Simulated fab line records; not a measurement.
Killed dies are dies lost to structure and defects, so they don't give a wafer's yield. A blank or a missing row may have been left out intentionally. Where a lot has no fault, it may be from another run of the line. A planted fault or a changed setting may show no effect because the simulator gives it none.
fab line records	flow n5_finfet
record: lots: 10	wafers: 28	last_day: 18
route steps=1938 shown MOL_CONTACT_COAG@562 BEOL_M4@1111 PASSIVATION@1936
lots with no fault: from the same line, run without faults
start_h: start of the lot's first displayed wafer, in hours after the record's first day	wait_h: how many hours have passed since the lot's step before this one	" identical to the entry in the row above	L1.1+2: a row that stands for several wafers	- either no value or no given start	* or withheld: withheld	< > ~ a bound
route shown NAME@n: NAME is a module with steps in the file, n the number in the route of the first one	usual: average and standard deviation across the fault-free wafers	same: alike in all rows	chamber/n: place in a boat	sites: readings site by site	_std_site: their standard deviation	_edge_site: mean of outer sites minus mean of inner sites	radius_mm: for every site, how far away it sits from the centre of the wafer	mask NAME#n: copy n	behind: the last tool/chamber to shape the wafer	hold: the reason the lot was held/the length of the hold in hours/how it ended	device: transistor that didn't switch, given as n, p or np	end of line: the same wafers' tests at the end of the route	step lacking rows: just its recipe	killed: dies lost to structure and defects at the first sort, not the wafer's yield	map: shows each die of a wafer: x if killed, . if not, _ if none is there
set.NAME: the setting as run; set.NAME@STEP: as run at that earlier step	model.NAME: the simulator's own value behind a step, which no gauge read
steps of the route over a sample of lots; a table a step, a row a wafer
services: from which hour (start_h, from the record's first day; less than 0 if before it) a tool's chamber was out of use, for how many hours, and why
== steps ==
step: N5_MOL_CONTACT_COAG_ALD_123
recipe: material: SiNx	target_thk_a: 50	temp_c: 400	ald_precursor_family: SiH2I2	ald_co_reactant: N2/H2-plasma	pulse_time_s: 1	purge_time_s: 2	co_reactant_purge_time_s: 2	ald_cycles: 100	pressure_torr: 2
usual: ald_cycles: 100/0	heater_power_w: 816/63	precursor_pulse_height_rel: 0.998/0.019
same: pulse_time_s: 1
lot.wafer	tool	chamber	start_h	wait_h	ald_cycles	heater_power_w	precursor_pulse_height_rel
L632.1	ald_sin-01	1	123.08	0.6	100	899	1.037
L632.3	"	2	"	"	100	729	0.989
L632.6	"	0	"	"	100	846	1.019
L629.1	ald_sin-03	1	129.41	0.0	100	817	0.983
L629.5	"	0	"	"	100	833	0.989
L629.6	"	1	"	"	100	812	1.025
L634.3	ald_sin-03	3	129.89	0.2	100	838	1.012
L634.4	"	2	"	"	100	717	0.969
L634.6	"	3	"	"	100	824	1.001
L636.2	ald_sin-03	0	136.06	0.0	100	819	1.013
L636.3	"	2	"	"	100	748	1.004
L636.5	"	2	"	"	100	710	1.029
L637.1	ald_sin-03	0	145.39	0.0	100	830	0.998
L637.2	"	2	"	"	100	728	1.007
L637.4	"	1	"	"	100	795	1.009
L642.4	ald_sin-03	3	183.36	0.0	100	854	1.022
L642.6	"	3	"	"	100	864	1.026
L649.2	ald_sin-03	0	218.63	0.2	100	823	1.024
L649.5	"	0	"	"	100	829	1.031
L650.2	ald_sin-03	3	227.41	1.2	100	860	1.013
L650.3	"	0	"	"	100	836	1.020
L650.4	"	1	"	"	100	825	1.022
L651.2	ald_sin-03	2	235.69	1.3	100	700	1.017
L651.3	"	1	"	"	100	814	0.995
L651.4	"	3	"	"	100	863	0.980
L652.2	ald_sin-02	1	242.15	0.0	100	857	0.962
L652.4	"	3	"	"	100	873	0.990
L652.5	"	1	"	"	100	833	0.990
step: N5_MOL_CONTACT_COAG_CD_MEAS_84
recipe: target_cd_nm: 25.1	landing_energy_ev: 500	detector: se_inlens	polarity: opening
usual: cd_nm: 25.18/0.23
lot.wafer	tool	chamber	start_h	wait_h	cd_nm
L632.1	cd_sem-02	0	124.04	-	24.86
L632.3	"	0	"	"	24.86
L632.6	"	0	"	"	25.41
L629.1	cd_sem-02	0	130.25	-	25.17
L629.5	"	0	"	"	24.95
L629.6	"	0	"	"	25.49
L634.3	cd_sem-02	0	130.74	-	25.50
L634.4	"	0	"	"	24.74
L634.6	"	0	"	"	25.61
L636.2	cd_sem-01	0	137.08	-	25.18
L636.3	"	0	"	"	25.21
L636.5	"	0	"	"	25.29
L637.1	cd_sem-02	0	146.36	-	25.27
L637.2	"	0	"	"	25.06
L637.4	"	0	"	"	25.18
L642.4	cd_sem-03	0	184.20	-	25.21
L642.6	"	0	"	"	25.26
L649.2	cd_sem-01	0	219.47	-	24.92
L649.5	"	0	"	"	25.28
L650.2	cd_sem-01	0	228.38	-	25.09
L650.3	"	0	"	"	25.18
L650.4	"	0	"	"	25.06
L651.2	cd_sem-02	0	236.57	-	25.22
L651.3	"	0	"	"	25.52
L651.4	"	0	"	"	25.53
L652.2	cd_sem-01	0	243.00	-	25.17
L652.4	"	0	"	"	25.34
L652.5	"	0	"	"	25.35
step: N5_MOL_CONTACT_COAG_ETCH_90
recipe: chemistry: CF4	target: SiARC	target_depth_a: 130	mask_material: CAR-EUV	time_s: 21.7	ion_energy_ev: 80	pressure_mtorr: 40	source_w: 545	bias_w: 36	Ar_flow_sccm: 100	cf4_flow_sccm: 100	ends: cleared
usual: drypump_motor_current_A: 5.5/0.52	etch_rf_on_time_s: 21.6/0.59	mfc_ar_sccm: 99.9/0.32	oes_product_au: 0.68/0.053	rf_vpp_V: 184.6/1.1	showerhead_plenum_p_Torr: 2.17/0.069	throttle_valve_pct: 15.67/0.19
lot.wafer	tool	chamber	start_h	wait_h	drypump_motor_current_A	etch_rf_on_time_s	mfc_ar_sccm	oes_product_au	rf_hours_counter_h	rf_vpp_V	showerhead_plenum_p_Torr	throttle_valve_pct
L632.1	rie_diel-05	1	124.22	0.0	5.6	21.2	100.5	0.75	54	185.0	2.08	15.44
L632.3	"	2	"	"	5.6	20.4	100.5	0.78	29	187.3	2.27	15.55
L632.6	"	0	"	"	6.2	22.2	100.6	0.71	-	183.2	2.08	15.72
L629.1	rie_diel-05	3	130.73	0.0	4.6	22.3	99.7	0.73	45	185.9	2.28	15.67
L629.5	"	2	"	"	5.6	20.2	100.3	0.79	-	184.7	2.27	15.54
L629.6	"	3	"	"	4.6	22.2	99.5	0.74	-	185.6	2.28	15.65
L634.3	rie_diel-03	2	130.95	0.0	5.3	22.2	100.2	0.67	99	184.2	2.17	15.89
L634.4	"	2	"	"	5.3	22.1	100.0	0.67	-	184.7	2.17	15.88
L634.6	"	3	"	"	6.4	21.3	100.2	0.61	-	184.5	2.05	15.99
L636.2	rie_diel-03	3	137.49	0.0	6.3	21.3	99.7	0.60	221	183.4	2.05	15.99
L636.3	"	2	"	"	5.3	22.1	99.9	0.66	102	184.3	2.17	15.91
L636.5	"	3	"	"	6.3	21.1	99.5	0.60	-	181.9	2.05	15.97
L637.1	rie_diel-03	3	146.68	0.0	6.3	21.5	99.9	0.59	225	182.9	2.05	15.98
L637.2	"	0	"	"	5.7	21.4	99.8	0.65	132	183.4	2.23	15.58
L637.4	"	0	"	"	5.7	21.2	100.2	0.66	-	184.3	2.23	15.58
L642.4	rie_diel-03	1	184.38	0.0	5.2	21.8	100.0	0.69	115	186.2	2.15	15.58
L642.6	"	2	"	"	5.3	22.0	99.8	0.65	-	185.2	2.16	15.94
L649.2	rie_diel-01	0	219.65	0.0	6.3	22.4	99.9	0.66	113	184.1	2.15	15.43
L649.5	"	1	"	"	5.2	21.6	99.7	0.71	-	183.9	2.16	15.48
L650.2	rie_diel-05	1	228.56	0.0	5.6	20.9	99.9	0.72	87	183.4	2.07	15.51
L650.3	"	2	"	"	5.6	20.4	100.3	0.74	65	185.9	2.26	15.61
L650.4	"	0	"	"	6.2	22.0	100.0	0.69	92	183.4	2.07	15.75
L651.2	rie_diel-01	0	236.76	0.0	6.4	22.3	99.8	0.66	116	184.0	2.15	15.44
L651.3	"	2	"	"	5.0	21.4	99.8	0.62	201	185.1	2.21	15.96
L651.4	"	3	"	"	5.3	21.7	100.1	0.59	209	185.1	2.22	15.74
L652.2	rie_diel-05	0	243.17	0.0	6.2	22.3	100.1	0.69	97	185.0	2.07	15.77
L652.4	"	3	"	"	4.6	22.5	100.2	0.69	85	185.4	2.26	15.74
L652.5	"	2	"	"	5.6	20.5	99.8	0.73	-	185.3	2.26	15.61
step: N5_MOL_CONTACT_COAG_ALD_131
recipe: material: SiO2	target_thk_a: 50	temp_c: 100	ald_precursor_family: BDEAS	ald_co_reactant: O2-plasma	pulse_time_s: 1	co_reactant_pulse_time_s: 1	purge_time_s: 2	co_reactant_purge_time_s: 2	ald_cycles: 35	pressure_torr: 2
usual: ald_cycles: 35/0	heater_power_w: 77/6.4	precursor_pulse_height_rel: 0.999/0.021
same: pulse_time_s: 1
lot.wafer	tool	chamber	start_h	wait_h	ald_cycles	heater_power_w	precursor_pulse_height_rel
L632.1	ald_sin-01	0	124.30	0.1	35	79	1.001
L632.3	"	1	"	"	35	87	0.980
L632.6	"	3	"	"	35	71	1.004
L629.1	ald_sin-01	0	130.81	0.1	35	79	0.982
L629.5	"	1	"	"	35	82	0.997
L629.6	"	2	"	"	35	69	1.000
L634.3	ald_sin-03	1	131.03	0.1	35	75	1.035
L634.4	"	0	"	"	35	77	0.987
L634.6	"	3	"	"	35	78	0.977
L636.2	ald_sin-03	1	137.58	0.1	35	76	0.961
L636.3	"	3	"	"	35	76	1.003
L636.5	"	0	"	"	35	76	1.003
L637.1	ald_sin-03	1	146.76	0.1	35	76	1.015
L637.2	"	3	"	"	35	76	0.976
L637.4	"	0	"	"	35	77	0.973
L642.4	ald_sin-03	0	184.46	0.1	58	79	0.995
L642.6	"	2	"	"	35	67	0.979
L649.2	ald_sin-03	3	219.73	0.1	58	80	1.053
L649.5	"	1	"	"	35	76	0.989
L650.2	ald_sin-01	0	228.64	0.1	35	74	1.005
L650.3	"	2	"	"	35	66	0.997
L650.4	"	3	"	"	35	73	0.977
L651.2	ald_sin-01	2	236.94	0.2	35	64	1.003
L651.3	"	0	"	"	35	74	1.018
L651.4	"	3	"	"	35	71	0.974
L652.2	ald_sin-01	3	243.25	0.1	35	71	0.993
L652.4	"	1	"	"	35	81	0.996
L652.5	"	1	"	"	35	81	1.021
step: N5_BEOL_M4_RC_MEAS_101
usual: DIBL_N: 37.1/1.8	DIBL_P: 37.2/2.1	IOFF_N: 0.17/0.033	IOFF_P: 0.22/0.037	ION_N: 680/11	ION_P: 464/7.7	SS_N: 71.7/0.63	SS_P: 73.6/0.67	VT_N: 248.9/2.9	VT_P: -251/3.6
lot.wafer	tool	chamber	start_h	wait_h	DIBL_N[mV/V]	DIBL_P[mV/V]	IOFF_N[nA/um]	IOFF_P[nA/um]	ION_N[uA/um]	ION_P[uA/um]	SS_N[mV/dec]	SS_P[mV/dec]	VT_N[mV]	VT_P[mV]
L632.1	prober-02	0	190.94	0.0	38.7	40.6	0.22	0.26	701	473	72.0	74.6	242.9	-248
L632.3	"	0	"	"	35.8	36.7	0.14	0.18	676	455	71.4	73.2	251.4	-256
L632.6	"	0	"	"	34.1	33.8	0.12	0.15	667	454	71.0	72.5	251.3	-256
L629.1	prober-02	0	213.05	0.0	37.9	37.9	0.17	0.20	671	454	72.0	73.3	250.8	-250
L629.5	"	0	"	"	38.6	38.6	0.19	0.22	677	459	72.0	73.4	247.7	-249
L629.6	"	0	"	"	38.9	40.7	0.21	0.26	713	480	71.7	73.4	244.9	-249
L636.2	prober-01	0	216.16	0.2	38.2	39.4	0.22	0.31	697	481	72.4	74.2	245.5	-244
L636.3	"	0	"	"	38.0	37.8	0.20	0.29	686	479	72.1	73.6	245.1	-243
L636.5	"	0	"	"	37.1	36.8	0.18	0.26	680	466	72.2	73.5	246.5	-247
L634.3	prober-02	0	216.44	0.3	37.3	37.8	0.18	0.23	690	467	71.9	74.0	246.8	-249
L634.4	"	0	"	"	39.4	38.5	0.21	0.24	693	462	72.3	74.5	245.6	-248
L634.6	"	0	"	"	37.5	36.9	0.18	0.22	689	468	71.6	73.8	246.4	-249
L637.1	prober-01	0	219.82	0.0	37.7	37.9	0.15	0.19	665	458	71.3	74.0	251.8	-255
L637.2	"	0	"	"	37.6	37.6	0.16	0.18	673	454	71.9	72.9	252.4	-257
L637.4	"	0	"	"	34.5	35.4	0.11	0.15	655	452	70.6	73.1	255.9	-258
L642.6	prober-02	0	284.40	0.8	35.5	35.3	0.12	0.19	671	467	70.7	73.8	252.9	-252
L649.5	prober-02	0	314.44	0.6	37.6	37.0	0.17	0.22	674	468	72.0	73.2	251.1	-249
L650.2	prober-01	0	318.01	0.2	38.4	37.9	0.20	0.24	695	469	72.2	74.3	243.4	-249
L650.3	"	0	"	"	37.4	36.2	0.18	0.22	678	461	72.0	73.4	247.8	-251
L650.4	"	0	"	"	37.3	35.7	0.17	0.21	666	461	71.5	73.1	249.1	-252
L651.2	prober-02	0	322.86	0.2	39.5	39.0	0.18	0.24	664	463	71.9	73.9	249.3	-248
L651.3	"	0	"	"	40.7	38.9	0.21	0.24	678	461	73.2	74.5	247.9	-247
L651.4	"	0	"	"	37.4	35.8	0.16	0.20	680	461	71.3	73.8	250.8	-250
L652.2	prober-02	0	325.78	0.2	40.8	40.8	0.27	0.34	703	477	73.1	74.0	242.1	-241
L652.4	"	0	"	"	35.2	34.0	0.13	0.20	677	463	72.0	72.0	251.3	-248
L652.5	"	0	"	"	37.1	36.9	0.18	0.25	679	467	71.7	73.6	248.0	-244
step: N5_PASSIVATION_PROBE_49
usual: defect_limited_yield: 91.7/1.5	killed_at_M0_to_M3: 32/10	killed_at_M4_up: 14/5.3	killed_at_contacts: 13/5.7	killed_at_front_end: 37/10	killed_at_other: 3.3/2.5	killed_dies: 98/18	killed_on_rim: 13/3.6	killed_open: 65/13	killed_short: 31/7.5	sort_bin_5_function: 4.9/0.91	sort_bin_6_memory: 3.1/0.71	sort_bin_8_speed: 0.00/0.017	sort_n_pass: 1082/18	sort_yield_pct: 91.7/1.5
same: gross_dies: 1180	killed_at_back_side: 0	sort_bin_4_leakage[%]: 0
lot.wafer	tool	chamber	start_h	wait_h	defect_limited_yield[%]	killed_at_M0_to_M3	killed_at_M4_up	killed_at_contacts	killed_at_front_end	killed_at_other	killed_dies	killed_on_rim	killed_open	killed_short	sort_bin_5_function[%]	sort_bin_6_memory[%]	sort_bin_8_speed[%]	sort_n_pass	sort_yield_pct[%]
L642.4	prober-02	-	377.42	0.2	0	35	8	1078	58	1	1180	152	78	31	95.8	3.7	0	0	0
L642.6	prober-02	-	377.52	0.3	91.4	48	9	8	34	3	102	12	65	37	5.7	2.9	0	1078	91.4
L649.2	prober-02	-	428.82	0.2	0	37	12	1103	26	2	1180	152	55	29	97.5	2.1	0	0	0
L649.5	prober-02	-	428.97	0.3	93.9	18	9	8	33	4	72	15	43	28	3.2	2.5	0	1108	93.9
killed by level:class
L642.4 MOL_CONTACT_COAG:area_ald=1071 FIN_SAQP:geometric_particle:open=18 STI_FIN_REVEAL:geometric_particle:open=12 FIN_SAQP:geometric_particle:short=9 BEOL_M0_SAQP:geometric_particle:open=9 MOL_CONTACT_COAG:geometric_particle:open=7 BEOL_M3:geometric_particle:open=6 STI_FIN_REVEAL:geometric_particle:short=6
L642.6 BEOL_M2:geometric_particle:open=13 FIN_SAQP:geometric_particle:open=12 BEOL_M0_SAQP:geometric_particle:short=9 FIN_SAQP:geometric_particle:short=7 BEOL_M3:geometric_particle:open=7 MOL_CONTACT_COAG:geometric_particle:open=6 BEOL_M1:geometric_particle:open=6 BEOL_M0_SAQP:geometric_particle:open=5
L649.2 MOL_CONTACT_COAG:area_ald=1095 BEOL_M2:geometric_particle:open=10 MOL_CONTACT_COAG:geometric_particle:open=7 BEOL_M1:geometric_particle:open=7 GATE_CUT:geometric_particle:open=6 BEOL_M2:geometric_particle:short=6 GATE_CUT:geometric_particle:short=5 BEOL_M3:geometric_particle:open=5
L649.5 FIN_SAQP:geometric_particle:open=9 FIN_SAQP:geometric_particle:short=9 BEOL_M2:geometric_particle:open=8 MOL_CONTACT_COAG:geometric_particle:open=7 BEOL_M0_SAQP:geometric_particle:short=5 GATE_CUT:geometric_particle:short=4 DUMMY_GATE:geometric_particle:open=2 GATE_CUT:geometric_particle:open=2
== services ==
tool	chamber	start_h	hours	kind
rie_diel-01	3	100.79	8.7	repair
ald_sin-03	0	101.38	-	clean
ald_sin-03	1	101.38	-	clean
ald_sin-03	2	101.38	-	clean
ald_sin-03	3	101.38	-	clean
ald_sin-02	1	106.60	13.3	repair
rie_diel-01	-	135.57	0.8	repair
rie_diel-05	1	148.75	2.2	repair
rie_diel-05	0	152.80	25.5	repair
rie_diel-05	1	160.48	5.4	repair
rie_diel-01	0	168.70	6.0	repair
ald_sin-01	-	178.19	14.0	pm
ald_sin-01	0	178.19	14.0	vent_cycle
ald_sin-01	1	178.19	14.0	vent_cycle
ald_sin-01	2	178.19	14.0	vent_cycle
ald_sin-01	3	178.19	14.0	vent_cycle
ald_sin-01	0	192.19	-	clean
ald_sin-01	1	192.19	-	clean
ald_sin-01	2	192.19	-	clean
ald_sin-03	-	202.41	6.0	pm
ald_sin-03	-	213.12	1.4	repair
ald_sin-02	-	223.80	15.6	pm
rie_diel-01	0	228.17	6.0	repair
rie_diel-01	-	238.12	15.6	pm
== key ==
first_sign: step: N5_MOL_CONTACT_COAG_ALD_131	reading: ald_cycles	direction: up	sigmas: 99+	usual: *	struck: *
effect: step: N5_PASSIVATION_PROBE_49	reading: killed_at_contacts	direction: up	sigmas: 99+	usual: 13	struck: 1090
more_kills_born_at: N5_MOL_CONTACT_COAG_ALD_131@ald_sin-03: 2166
met_at N5_MOL_CONTACT_COAG_ALD_131
struck_lots L642,L649
struck_wafers L642.4,L649.2
later_rows_left_out L642.4,L649.2
not_acting_at N5_MOL_CONTACT_COAG_ALD_123,N5_MOL_CONTACT_COAG_CD_MEAS_84,N5_MOL_CONTACT_COAG_ETCH_90
onset_between 146.76 184.46
fault: kind: process_parameter_drift	tool: ald_sin-03	chamber: -	onset_h: 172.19	steps: N5_MOL_CONTACT_COAG_ALD_131	channel: ald_cycles	offset: *	shape: step	end_h: 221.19	scope: struck_wafers_only	acts_in: *	stated: *
later_rows_left_out: the simulator's readings of these wafers behind a module that went badly wrong aren't trusted and aren't shown, but for the sort
